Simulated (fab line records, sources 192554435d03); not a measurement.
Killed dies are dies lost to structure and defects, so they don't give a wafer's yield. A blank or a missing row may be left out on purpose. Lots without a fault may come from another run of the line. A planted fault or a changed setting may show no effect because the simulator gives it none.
fab line records | flow n5_finfet
record lots=11 wafers=29 last_day=16
route steps=1938 shown PMOS_HMC_CHANNEL_EPI@70 BEOL_M4@1111 MIM_TOP_LITHO@1847 MIM_TOP_ETCH@1851 PASSIVATION@1936
lots that met no fault: from a run of the same line without faults
start_h: hours from the record's first day to the start of the lot's first wafer shown | wait_h: hours since the lot's step before | " the same as in the row above | L1.1+2: a row that stands for several wafers | - no value, or no start given | * or withheld: withheld | < > ~ a bound
route shown NAME@n: a module of which the file shows steps, and the number in the route of the first | usual: mean/standard deviation of fault-free wafers | same: alike in all rows | chamber/n: place in a boat | sites: the reading at each site | _std_site: their standard deviation | _edge_site: outer sites' mean less inner sites' | radius_mm: how far each site lies from the wafer's centre | mask NAME#n: copy n | behind: the tool/chamber that last shaped the wafer | hold: why the lot was held/for how many hours/how that ended | device: the transistor (n, p or np) that didn't switch | end of line: the same wafers' tests at the end of the route | a step without rows: its recipe alone | killed: dies lost to structure and defects at the first sort, not the wafer's yield | map: a wafer's dies, x killed, . not, _ none there
set.NAME: the setting as run; set.NAME@STEP: as run at that earlier step | model.NAME: the simulator's own value behind a step, which no gauge read
steps of the route over a sample of lots; a table a step, a row a wafer
services: from which hour (start_h, from the record's first day; less than 0 if before it) a tool's chamber was out of use, for how many hours, and why
## steps
# step N5_PMOS_HMC_CHANNEL_EPI_HM_OPEN_15
# recipe chemistry=CHF3/O2 target=SiO2 mask_material=CAR-ArF-block target_depth_a=406 CHF3_flow_sccm=50 O2_flow_sccm=5 Ar_flow_sccm=200 time_s=20.3 pressure_mtorr=30 source_w=650 bias_w=170 ion_energy_ev=200
# usual drypump_motor_current_A=5.60/0.28 oes_product_au=0.76/0.072 rf_vpp_V=525/7.9 showerhead_plenum_p_Torr=2.45/0.053 throttle_valve_pct=18.89/0.19
# columns lot.wafer tool chamber start_h wait_h drypump_motor_current_A oes_product_au rf_hours_counter_h rf_vpp_V showerhead_plenum_p_Torr throttle_valve_pct
L874.2 rie_diel-06 1 17.18 0.0 5.29 0.69 220 519 2.50 19.00
L874.3 " 0 " " 5.84 0.77 118 523 2.52 18.90
L874.4 " 2 " " 5.55 0.75 141 513 2.42 19.00
L875.1 rie_diel-05 3 23.56 0.0 5.55 0.73 171 520 2.40 19.08
L875.4 " 0 " " 6.04 0.79 122 530 2.54 18.78
L875.6 " 0 " " 6.04 0.79 - 530 2.54 18.79
L876.2 rie_diel-06 1 30.19 0.0 5.27 0.70 224 519 2.50 19.00
L876.3 " 3 " " 5.29 0.92 24 516 2.36 18.78
L876.5 " 1 " " 5.26 0.69 - 519 2.50 19.02
L879.2 rie_diel-06 1 48.15 0.0 5.27 0.68 228 519 2.49 19.02
L879.4 " 3 " " 5.28 0.91 29 517 2.36 18.79
L879.6 " 1 " " 5.26 0.69 - 518 2.49 19.02
L880.5 rie_diel-05 1 53.64 0.0 5.25 0.87 - 536 2.42 18.48
L880.6 " 0 " " 6.06 0.78 - 529 2.54 18.79
L881.3 rie_diel-01 0 60.90 0.0 6.09 0.68 231 516 2.45 19.09
L881.5 " 0 " " 6.06 0.68 - 515 2.45 19.09
L881.6 " 1 " " 5.95 0.72 - 531 2.47 19.14
L882.2 rie_diel-01 3 66.27 0.0 5.76 0.79 159 534 2.51 18.63
L882.3 " 2 " " 5.27 0.72 193 524 2.40 18.81
L884.3 rie_diel-06 0 78.56 0.0 5.83 0.75 138 523 2.52 18.91
L884.4 " 1 " " 5.29 0.68 238 519 2.49 19.02
L884.6 " 2 " " 5.56 0.74 - 513 2.41 19.04
L885.4 rie_diel-05 1 83.50 0.0 5.26 0.85 59 536 2.42 18.47
L885.6 " 1 " " 5.25 0.84 - 535 2.42 18.48
L886.1 rie_diel-01 1 89.33 0.0 5.95 0.72 200 530 2.47 19.15
L886.2 " 3 " " 5.75 0.77 165 534 2.50 18.65
L886.4 " 2 " " 5.29 0.70 200 523 2.39 18.80
L893.5 rie_diel-05 2 131.23 0.0 5.56 0.65 - 534 2.46 18.81
L893.6 " 3 " " 5.56 0.69 - 521 2.39 19.11
# step N5_BEOL_M4_RC_MEAS_101
# usual DIBL_N=35.8/1.5 DIBL_P=35.9/1.8 IOFF_N=0.152/0.025 IOFF_P=0.21/0.031 ION_N=672/11 ION_P=462/7.4 SS_N=71.5/0.52 SS_P=73.2/0.54 VT_N=250/3 VT_P=-250/3.3
# columns lot.wafer tool chamber start_h wait_h DIBL_N[mV/V] DIBL_P[mV/V] IOFF_N[nA/um] IOFF_P[nA/um] ION_N[uA/um] ION_P[uA/um] SS_N[mV/dec] SS_P[mV/dec] VT_N[mV] VT_P[mV]
L875.1 prober-01 0 166.18 0.0 35.7 36.5 0.146 0.19 670 454 72.9 72.9 251 -253
L875.4 " 0 " " 38.0 38.4 0.192 0.21 672 457 73.0 73.7 250 -249
L875.6 " 0 " " 37.1 37.1 0.176 0.20 682 455 72.7 73.0 251 -249
L874.2 prober-02 0 172.02 0.2 37.7 37.6 0.168 0.25 681 470 71.9 73.4 250 -247
L874.3 " 0 " " 35.8 35.2 0.146 0.20 669 463 71.5 73.2 250 -248
L874.4 " 0 " " 35.6 36.1 0.145 0.22 672 472 71.4 72.5 251 -248
L876.2 prober-02 0 178.93 0.2 37.5 36.4 0.161 0.23 675 467 71.4 73.3 249 -247
L876.3 " 0 " " 38.5 38.3 0.195 0.27 690 474 72.0 73.9 244 -245
L876.5 " 0 " " 35.5 34.8 0.131 0.20 665 465 71.7 73.3 251 -248
L879.2 prober-02 0 202.37 0.2 36.1 34.1 0.143 0.20 678 465 71.3 73.3 251 -249
L879.4 " 0 " " 36.7 34.2 0.153 0.20 659 449 71.6 73.1 249 -247
L879.6 " 0 " " 36.1 35.3 0.155 0.22 664 461 70.4 73.9 248 -247
L881.3 prober-02 0 209.16 0.3 37.0 36.6 0.143 0.19 670 459 71.6 73.8 252 -255
L881.5 " 0 " " 37.5 37.7 0.146 0.19 665 453 71.9 74.1 254 -255
L881.6 " 0 " " 35.0 33.7 0.112 0.14 661 450 71.4 72.9 256 -259
L882.2 prober-02 0 215.76 0.2 34.6 34.5 0.115 0.15 652 449 71.6 72.3 256 -255
L882.3 " 0 " " 36.3 36.1 0.146 0.18 669 463 71.1 72.7 252 -253
L880.5 prober-02 0 219.01 0.6 36.8 38.6 0.155 0.19 678 459 71.0 73.4 252 -252
L880.6 " 0 " " 37.5 38.5 0.170 0.20 676 463 70.9 73.9 251 -254
L886.1 prober-01 0 236.76 0.0 37.1 37.8 0.177 0.23 667 458 71.3 74.7 248 -248
L886.2 " 0 " " 34.2 34.8 0.128 0.18 677 467 71.8 73.7 252 -250
L886.4 " 0 " " 35.5 36.5 0.145 0.20 672 459 71.3 74.1 251 -253
L884.3 prober-01 0 239.52 0.3 37.8 35.5 0.148 0.21 669 458 71.3 73.0 250 -247
L884.4 " 0 " " 37.7 35.1 0.151 0.21 666 459 72.1 72.7 253 -249
L884.6 " 0 " " 37.9 34.9 0.149 0.20 662 451 72.2 73.3 255 -250
L885.4 prober-02 0 240.38 0.5 36.5 35.2 0.167 0.21 681 466 72.1 72.9 251 -246
L885.6 " 0 " " 35.9 34.6 0.151 0.20 670 462 70.9 73.4 250 -248
L893.6 prober-02 0 286.61 0.8 35.3 37.1 0.159 0.22 683 462 71.4 73.4 251 -249
# step N5_MIM_TOP_LITHO_CD_MEAS_08
# recipe target_cd_nm=2000 landing_energy_ev=500 detector=se_inlens
# usual cd_nm=2000.6/1.7
# columns lot.wafer tool chamber start_h wait_h cd_nm
L874.2 cd_sem-01 0 263.96 - 2003.8
L874.3 " 0 " " 1997.6
L874.4 " 0 " " 1999.2
L875.1 cd_sem-01 0 267.98 - 2001.4
L875.4 " 0 " " 2000.3
L875.6 " 0 " " 1999.3
L876.2 cd_sem-02 0 268.28 - 2001.1
L876.3 " 0 " " 2005.0
L876.5 " 0 " " 2002.5
L879.2 cd_sem-01 0 297.37 - 2001.7
L879.4 " 0 " " 2003.6
L879.6 " 0 " " 1999.3
L881.3 cd_sem-03 0 308.53 - 2000.0
L881.5 " 0 " " 2001.4
L881.6 " 0 " " 2001.4
L882.2 cd_sem-01 0 309.64 - 1996.9
L882.3 " 0 " " 1999.2
L880.5 cd_sem-03 0 318.19 - 2003.1
L880.6 " 0 " " 2000.6
L886.1 cd_sem-01 0 328.65 - 1999.3
L886.2 " 0 " " 1997.8
L886.4 " 0 " " 1999.6
L885.4 cd_sem-02 0 330.98 - 2003.0
L885.6 " 0 " " 2002.0
L884.3 cd_sem-01 0 334.37 - 2000.6
L884.4 " 0 " " 2000.0
L884.6 " 0 " " 1999.8
L893.6 cd_sem-02 0 372.54 - 2001.0
# step N5_MIM_TOP_LITHO_OVL_MEAS_11
# recipe points_per_wafer=44
# usual MIM_TOP_OVL=-3/5
# columns lot.wafer tool chamber start_h wait_h MIM_TOP_OVL[nm]
L874.2 overlay-01 0 263.99 0.0 -9
L874.3 " 0 " " -6
L874.4 " 0 " " -2
L875.1 overlay-01 0 268.01 0.0 -7
L875.4 " 0 " " -2
L875.6 " 0 " " -1
L876.2 overlay-01 0 268.31 0.0 8
L876.3 " 0 " " -4
L876.5 " 0 " " 6
L879.2 overlay-02 0 297.40 0.0 -6
L879.4 " 0 " " 9
L879.6 " 0 " " -8
L881.3 overlay-01 0 308.56 0.0 -5
L881.5 " 0 " " -5
L881.6 " 0 " " 3
L882.2 overlay-01 0 309.67 0.0 -5
L882.3 " 0 " " 4
L880.5 overlay-01 0 318.22 0.0 1
L880.6 " 0 " " -6
L886.1 overlay-02 0 328.68 0.0 -3
L886.2 " 0 " " -3
L886.4 " 0 " " -2
L885.4 overlay-01 0 331.01 0.0 2
L885.6 " 0 " " 3
L884.3 overlay-01 0 334.40 0.0 -5
L884.4 " 0 " " -8
L884.6 " 0 " " -2
L893.6 overlay-01 0 372.57 0.0 -10
# step N5_MIM_TOP_ETCH_ETCH_00
# recipe chemistry=Cl2/BCl3 target=TiN target_depth_a=385 ion_energy_ev=150 pressure_mtorr=10 icp_w=1000 bias_w=126 Cl2_flow_sccm=53.25 bcl3_flow_sccm=21.75 Ar_flow_sccm=25
# usual drypump_motor_current_A=5.8/0.43 he_backside_leak_sccm=3.32/0.19 oes_product_au=0.85/0.097 throttle_valve_pct=22.85/0.25
# columns lot.wafer tool chamber start_h wait_h drypump_motor_current_A he_backside_leak_sccm oes_product_au rf_hours_counter_h throttle_valve_pct
L874.2 rie_metal-01 1 264.35 0.1 6.4 3.51 0.65 111 23.27
L874.3 " 0 " " 5.6 3.20 0.99 - 22.90
L874.4 " 1 " " 6.3 3.65 0.64 - 23.28
L875.1 rie_metal-03 0 268.16 0.1 6.2 3.45 0.82 35 23.03
L875.4 " 0 " " 6.2 3.40 0.83 - 23.04
L875.6 " 0 " " 6.2 3.37 0.82 - 23.02
L876.2 rie_metal-03 0 268.46 0.1 6.2 3.35 0.82 35 23.03
L876.3 " 0 " " 6.2 3.38 0.83 - 23.04
L876.5 " 1 " " 5.1 3.47 0.78 - 22.64
L879.2 rie_metal-03 0 297.55 0.1 6.2 3.44 0.81 37 23.05
L879.4 " 1 " " 5.1 3.47 0.77 - 22.64
L879.6 " 1 " " 5.1 3.57 0.77 - 22.66
L881.3 rie_metal-03 0 309.66 0.1 6.2 3.36 0.81 - 23.04
L881.5 " 1 " " 5.1 3.49 0.76 - 22.62
L881.6 " 0 " " 6.2 3.35 0.82 - 23.04
L882.2 rie_metal-03 0 310.32 0.1 6.2 3.41 0.82 39 23.06
L882.3 " 0 " " 6.2 3.46 0.82 - 23.05
L880.5 rie_metal-01 1 318.46 0.1 6.4 3.56 0.63 - 23.29
L880.6 " 0 " " 5.6 3.07 0.92 - 22.88
L886.1 rie_metal-02 1 328.91 0.1 5.6 3.22 0.91 8 22.87
L886.2 " 0 " " 5.9 3.08 1.00 0 22.34
L886.4 " 0 " " 5.9 3.42 1.00 - 22.34
L885.4 rie_metal-03 0 331.19 0.1 6.1 3.43 0.80 - 23.05
L885.6 " 1 " " 5.1 3.27 0.76 - 22.66
L884.3 rie_metal-02 1 334.58 0.1 5.6 3.29 0.90 - 22.86
L884.4 " 0 " " 5.9 3.32 0.96 - 22.34
L884.6 " 0 " " 5.9 3.05 0.96 - 22.36
L893.6 rie_metal-01 1 373.12 0.1 6.4 3.44 0.98 - 23.01
# step N5_PASSIVATION_PROBE_49
# usual defect_limited_yield=91.7/1.7 killed_at_M0_to_M3=34/10 killed_at_M4_up=13/5.1 killed_at_contacts=12/6.2 killed_at_front_end=36/12 killed_at_other=3.2/2.6 killed_dies=98/20 killed_on_rim=13/4.5 killed_open=65/13 killed_short=32/8.4 sort_bin_5_function=4.8/1.1 sort_bin_6_memory=3.2/0.74 sort_n_pass=1082/20 sort_yield_pct=91.7/1.7
# same gross_dies=1180 killed_at_back_side=0 sort_bin_4_leakage[%]=0 sort_bin_8_speed[%]=0
# columns lot.wafer tool chamber start_h wait_h defect_limited_yield[%] killed_at_M0_to_M3 killed_at_M4_up killed_at_contacts killed_at_front_end killed_at_other killed_dies killed_on_rim killed_open killed_short sort_bin_5_function[%] sort_bin_6_memory[%] sort_n_pass sort_yield_pct[%]
L893.5 prober-02 - 382.10 0.2 0 31 16 6 1126 1 1180 152 59 34 96.9 2.7 0 0
L893.6 prober-02 - 382.15 0.3 90.6 28 16 13 54 0 111 14 71 40 5.7 2.9 1069 90.6
# killed by level:class
L893.5 PMOS_HMC_CHANNEL_EPI:area_open=1086 BEOL_M0_SAQP:geometric_particle:open=8 DUMMY_GATE:geometric_particle:open=7 FIN_SAQP:geometric_particle:short=6 BEOL_M0_SAQP:geometric_particle:short=6 BEOL_M2:geometric_particle:open=6 STI_FIN_REVEAL:geometric_particle:open=5 BEOL_M4:geometric_particle:open=5
L893.6 FIN_SAQP:geometric_particle:open=15 STI_FIN_REVEAL:geometric_particle:open=9 MOL_CONTACT_COAG:geometric_particle:open=9 BEOL_M1:geometric_particle:open=8 FIN_SAQP:geometric_particle:short=7 BEOL_M4:geometric_particle:open=6 BEOL_M3:geometric_particle:open=5 DUMMY_GATE:geometric_particle:short=5
## services
# columns tool chamber start_h hours kind
rie_metal-01 - 6.07 17.0 repair
rie_diel-01 0 35.29 4.0 repair
rie_metal-03 1 55.62 2.4 repair
rie_metal-01 - 69.73 3.4 repair
rie_diel-05 1 73.51 5.2 repair
rie_metal-02 - 79.49 14.6 pm
rie_metal-03 - 92.99 14.6 pm
rie_diel-06 1 130.63 9.8 repair
rie_diel-06 1 140.64 - clean
rie_diel-06 1 140.64 - consumable_replace:focus_ring
rie_diel-06 1 140.64 25.2 scheduled_down
rie_diel-06 1 140.64 25.2 vent_cycle
rie_diel-06 2 149.71 12.8 repair
rie_metal-02 - 152.42 0.4 repair
rie_diel-01 3 157.99 1.5 repair
rie_diel-06 1 177.25 22.2 repair
rie_metal-03 - 181.71 0.5 repair
rie_diel-06 2 194.15 4.6 repair
rie_metal-02 - 210.46 2.8 pm
rie_diel-06 0 274.36 3.1 repair
rie_diel-06 3 294.02 4.3 repair
rie_diel-06 - 331.77 14.6 pm
rie_metal-01 - 355.07 0.8 repair
rie_metal-03 - 359.48 2.8 pm
## key
first_sign step=N5_PASSIVATION_PROBE_49 reading=killed_at_front_end direction=up sigmas=90 usual=36 struck=1126
effect step=N5_PASSIVATION_PROBE_49 reading=sort_bin_5_function direction=up sigmas=86 usual=4.8 struck=96.9
more_kills_born_at N5_PMOS_HMC_CHANNEL_EPI_HM_OPEN_15@rie_diel-05=1086
met_at N5_PMOS_HMC_CHANNEL_EPI_HM_OPEN_15
struck_lots L893
struck_wafers L893.5
later_rows_left_out L893.5
not_acting_at N5_MIM_TOP_LITHO_CD_MEAS_08,N5_MIM_TOP_LITHO_OVL_MEAS_11,N5_MIM_TOP_ETCH_ETCH_00
onset_between 83.50 131.23
fault kind=process_parameter_drift tool=rie_diel-05 chamber=- onset_h=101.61 steps=N5_PMOS_HMC_CHANNEL_EPI_HM_OPEN_15 channel=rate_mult offset=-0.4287 shape=step end_h=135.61 scope=struck_wafers_only
# later_rows_left_out: the simulator's readings of these wafers behind a module that went badly wrong aren't trusted and aren't shown, but for the sort
